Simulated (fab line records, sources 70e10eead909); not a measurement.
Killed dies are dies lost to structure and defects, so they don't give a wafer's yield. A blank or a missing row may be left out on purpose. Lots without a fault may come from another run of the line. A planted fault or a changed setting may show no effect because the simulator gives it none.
Which tool did it? | flow nand_harc | 13 lots, 39 wafers sampled, at 6 steps of a route of 1159

WHAT THE GAUGES READ, wafer by wafer
NHARC_A_CONTACT_INSPECT_44.
lot  | measured     | on                | raw_defect_count
L659 | day 16 19:13 | defect_inspect-02 | 17 8 13
L660 | day 16 23:35 | defect_inspect-02 | 15 20 33
L661 | day 17 05:28 | defect_inspect-02 | 46 39 27
L666 | day 17 23:42 | defect_inspect-02 | 27 31 35
L665 | day 18 06:54 | defect_inspect-02 | 1325 1326 1333
L668 | day 18 17:33 | defect_inspect-02 | 1339 1330 1325
L673 | day 19 11:32 | defect_inspect-02 | 10 13 15
L675 | day 20 17:03 | defect_inspect-02 | 31 37 42
L680 | day 20 21:11 | defect_inspect-01 | 25 32 20
L678 | day 21 03:02 | defect_inspect-01 | 34 38 50
L676 | day 21 01:55 | defect_inspect-02 | 60 55 44
L681 | day 21 08:56 | defect_inspect-01 | 16 10 9
L682 | day 22 19:52 | defect_inspect-01 | 15 17 20

NHARC_END_SORT_01.
lot  | measured     | on        | killed_at_array | killed_at_other | killed_at_periphery | killed_dies | killed_open | killed_short
L665 | day 21 10:22 | prober-02 | 109 110 116     | 0 0 1           | 2 6 3               | 111 116 120 | 3 3 2       | 2 1 2
L668 | day 21 17:23 | prober-02 | 117 138 125     | 0 0 0           | 2 4 5               | 119 142 130 | 3 4 6       | 0 3 3
L673 | day 22 09:23 | prober-02 | 14 18 18        | 1 0 0           | 2 4 0               | 17 22 18    | 3 2 3       | 2 2 2
L678 | day 24 12:14 | prober-02 | 36 47 45        | 0 0 1           | 1 2 5               | 37 49 51    | 3 4 5       | 3 2 2
L682 | day 25 21:08 | prober-02 | 17 24 28        | 0 0 0           | 0 0 2               | 17 24 30    | 4 2 7       | 0 3 2

WHICH TOOL RAN EACH LOT (tool, then ch and the chambers of the sampled wafers, then the start)
lot  | NHARC_A_WL_FILL_CVD_20                   | NHARC_A_WL_FILL_CMP_12        | NHARC_A_CONTACT_DEP_28        | NHARC_A_CONTACT_ETCH_117
L659 | cvd_w-02 ch 0,1, day 16 14:57 or earlier | cmp-03 ch 0,2,3, day 16 14:57 | acl_dep-02 ch 0, day 16 16:38 | har_cap_etch-02 ch 0,1, day 16 21:19
L660 | cvd_w-02 ch 0,1, day 16 19:20 or earlier | cmp-04 ch 0,1,3, day 16 19:20 | acl_dep-02 ch 0, day 16 20:52 | har_cap_etch-03 ch 0,1, day 17 02:01
L661 | cvd_w-01 ch 0,1, day 17 01:24 or earlier | cmp-04 ch 1,2,3, day 17 01:24 | acl_dep-03 ch 0, day 17 02:53 | har_cap_etch-03 ch 1, day 17 07:26
L666 | cvd_w-01 ch 0,1, day 17 19:40 or earlier | cmp-01 ch 0,1,3, day 17 19:40 | acl_dep-02 ch 0, day 17 20:45 | har_cap_etch-02 ch 0,1, day 18 01:47
L665 | cvd_w-01 ch 0,1, day 17 23:54 or earlier | cmp-03 ch 1,2,3, day 17 23:54 | acl_dep-01 ch 0, day 18 04:20 | har_cap_etch-02 ch 1, day 18 08:53
L668 | cvd_w-02 ch 0,1, day 18 13:22 or earlier | cmp-01 ch 0,1, day 18 13:22   | acl_dep-01 ch 0, day 18 14:33 | har_cap_etch-01 ch 0,1, day 18 19:48
L673 | cvd_w-01 ch 0,1, day 19 07:17 or earlier | cmp-01 ch 0,2,3, day 19 07:17 | acl_dep-03 ch 0, day 19 08:28 | har_cap_etch-03 ch 0,1, day 19 13:46
L675 | cvd_w-01 ch 0,1, day 20 10:09 or earlier | cmp-01 ch 0,1, day 20 10:09   | acl_dep-03 ch 0, day 20 14:50 | har_cap_etch-03 ch 0,1, day 20 19:05
L680 | cvd_w-02 ch 0, day 20 16:56 or earlier   | cmp-03 ch 0,1,2, day 20 16:56 | acl_dep-03 ch 0, day 20 18:29 | har_cap_etch-02 ch 0,1, day 20 23:29
L678 | cvd_w-01 ch 0,1, day 20 22:02 or earlier | cmp-03 ch 2,3, day 20 22:02   | acl_dep-03 ch 0, day 21 00:19 | har_cap_etch-01 ch 0,1, day 21 05:37
L676 | cvd_w-02 ch 0,1, day 20 21:42 or earlier | cmp-03 ch 0,2,3, day 20 21:42 | acl_dep-02 ch 0, day 20 23:29 | har_cap_etch-03 ch 0,1, day 21 03:59
L681 | cvd_w-02 ch 0,1, day 21 01:58 or earlier | cmp-01 ch 1,2,3, day 21 01:58 | acl_dep-03 ch 0, day 21 05:49 | har_cap_etch-02 ch 0,1, day 21 10:55
L682 | cvd_w-01 ch 0,1, day 22 15:41 or earlier | cmp-03 ch 2,3, day 22 15:41   | acl_dep-02 ch 0, day 22 17:12 | har_cap_etch-02 ch 0,1, day 22 21:52
- NHARC_A_WL_FILL_CVD_20: deposits W, target thk 75 nm, time 5064 s.
- NHARC_A_WL_FILL_CMP_12: polishes, t overpolish 30 s, target thk 75 nm.
- NHARC_A_CONTACT_DEP_28: deposits aC, target thk 3600 nm.
- NHARC_A_CONTACT_ETCH_117: etches the open film in C4F8/O2/Ar, time 94 s, target depth 922 nm.

WHAT THE TOOLS THEMSELVES READ (means of the sampled wafers that have a number; where no wafer has one, the mark that the record gives instead)
NHARC_A_WL_FILL_CVD_20.
lot  | tool     | heater_power_outer_w (W) | heater_power_w (W) | mfc_wf6_sccm (sccm) | throttle_valve_pct (%)
L659 | cvd_w-02 | 247                      | 449                | 40.10               | 7.9
L660 | cvd_w-02 | 250                      | 461                | 39.96               | 7.9
L661 | cvd_w-01 | 242                      | 447                | 39.94               | 7.7
L666 | cvd_w-01 | 233                      | 441                | 40.13               | 7.7
L665 | cvd_w-01 | 232                      | 446                | 40.03               | 7.6
L668 | cvd_w-02 | 252                      | 463                | 39.99               | 7.7
L673 | cvd_w-01 | 245                      | 445                | 40.01               | 7.6
L675 | cvd_w-01 | 239                      | 447                | 39.86               | 7.8
L680 | cvd_w-02 | 263                      | 481                | 39.93               | 7.6
L678 | cvd_w-01 | 242                      | 448                | 39.88               | 7.6
L676 | cvd_w-02 | 254                      | 467                | 39.98               | 7.6
L681 | cvd_w-02 | 250                      | 462                | 39.97               | 7.8
L682 | cvd_w-01 | 244                      | 456                | 39.92               | 7.5

NHARC_A_WL_FILL_CMP_12.
lot  | tool   | motor_current_A (A) | overpolish_run_s (s) | slurry_flow_ml_min | time_to_endpoint_s (s)
L659 | cmp-03 | 11.8                | 29.997               | 149.8              | 16.8
L660 | cmp-04 | 12.3                | 30.005               | 150.2              | 12.1
L661 | cmp-04 | 14.2                | 30.015               | 149.9              | 15.6
L666 | cmp-01 | 12.1                | 30.005               | 150.3              | 14.6
L665 | cmp-03 | 12.1                | 29.996               | 149.5              | 14.9
L668 | cmp-01 | 11.7                | 29.993               | 150.3              | 17.3
L673 | cmp-01 | 11.8                | 29.999               | 150.6              | 11.3
L675 | cmp-01 | 12.2                | 30.007               | 150.3              | 15.4
L680 | cmp-03 | 11.8                | 29.993               | 149.9              | 13.0
L678 | cmp-03 | 13.3                | 30.003               | 149.9              | 15.3
L676 | cmp-03 | 12.5                | 30.001               | 149.9              | 15.2
L681 | cmp-01 | 12.4                | 30.005               | 149.6              | 14.4
L682 | cmp-03 | 12.9                | 30.004               | 150.5              | 16.7

NHARC_A_CONTACT_DEP_28.
lot  | tool       | throttle_valve_pct (%)
L659 | acl_dep-02 | 35.004
L660 | acl_dep-02 | 34.995
L661 | acl_dep-03 | 35.008
L666 | acl_dep-02 | 34.994
L665 | acl_dep-01 | 35.005
L668 | acl_dep-01 | 35.003
L673 | acl_dep-03 | 34.998
L675 | acl_dep-03 | 34.998
L680 | acl_dep-03 | 34.996
L678 | acl_dep-03 | 35.004
L676 | acl_dep-02 | 35.000
L681 | acl_dep-03 | 34.993
L682 | acl_dep-02 | 34.995

THE ANSWER, worked out from the rows above alone
Rule: what is usual is taken from the lots themselves. Put in order of their means at a reading, lots are off if they are a third of the lots or fewer, leave a main group of 4 or more, and stand apart from it by a gap of 3 or more times the standard deviation of the main group's means; of several such gaps the widest counts. A main group whose means are all the same, to the digits that the tables above print for the reading, isn't used. A lot without any number at a reading at which 4 lots or more have one is off too. The other lots that the step has rows for count as sound. The gauges are gone through in route order, then the tools' own readings, and for those a lot's mean is taken as printed above. The first step at which some lot is off is used, and at that step the reading that is off furthest; a lot without a number counts as furthest.
Off: L665, L668, at NHARC_A_CONTACT_INSPECT_44 (raw_defect_count). The main group: mean 27, standard deviation 13.
A tool fits if, at a process step before that reading, it ran every lot that is off, and no sound lot after the first of them. The gauges at NHARC_A_CONTACT_INSPECT_44 are tried like those tools. NHARC_A_WL_FILL_CVD_20 gives no start for some lots, so the hours and the order of its lots are those of NHARC_A_WL_FILL_CMP_12. One fits: acl_dep-01 at NHARC_A_CONTACT_DEP_28. It ran no sound lot before its first lot that is off in this sample, so the start can't be narrowed down.

WHAT THE SIMULATOR HAD PUT IN
Chamber particle source: acl_dep-01, from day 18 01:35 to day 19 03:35, at NHARC_A_CONTACT_DEP_28. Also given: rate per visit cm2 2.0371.
Lots struck among those shown: L665, L668. The rule above found the same.
